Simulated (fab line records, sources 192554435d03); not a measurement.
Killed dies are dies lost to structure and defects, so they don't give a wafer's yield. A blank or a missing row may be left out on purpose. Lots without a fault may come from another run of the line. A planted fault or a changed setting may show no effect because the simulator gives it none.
Chamber matching | flow n5_finfet | N5_BEOL_M10_ALD_74 on ald_metal-03: 4 sister chambers
The step deposits TaN, target thk 2 nm, pulse time 2 s, purge time 3 s. 4 wafers are shown with their chamber, then 9 later ones without.

WAFERS WITH THEIR CHAMBER
wafer  | chamber | heater_power_w (W)
L082.4 | 3       | 367
L085.2 | 0       | 391
L085.4 | 1       | 422
L085.5 | 2       | 505

WAFERS WITHOUT THEIR CHAMBER
wafer  | heater_power_w (W)
L086.2 | 386
L086.3 | 363
L086.6 | 530
L087.2 | 404
L087.3 | 391
L087.5 | 378
L097.2 | 391
L097.4 | 361
L097.5 | 330

WHICH CHAMBER EACH WENT THROUGH
wafer  | from the rows above          | in truth
L086.2 | can't be placed: 0 or 3 or 1 | 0
L086.3 | can't be placed: 3 or 0      | 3
L086.6 | 2                            | 2
L087.2 | can't be placed: 0 or 1 or 3 | 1
L087.3 | can't be placed: 0 or 3 or 1 | 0
L087.5 | can't be placed: 3 or 0      | 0
L097.2 | can't be placed: 0 or 3 or 1 | 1
L097.4 | can't be placed: 3 or 0      | 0
L097.5 | can't be placed: 3 or 0      | 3
Placed correctly: 1 of 9. Can't be placed from these rows: 8 (the true chamber is among the candidates in 8). Placed wrongly: 0.
How it was worked out, from the rows above alone: a wafer's distance from a chamber is the root of the sum, over the readings, of the square of ((its reading less the chamber's mean) divided by the reading's scatter). The wafer belongs to the nearest chamber; if the next one is less than 2 further off, it can't be placed. A chamber's mean is the mean of its shown wafers. The scatter: with one shown wafer a chamber, the root of the mean of the squares of how far each hidden wafer lies from its nearest shown one.
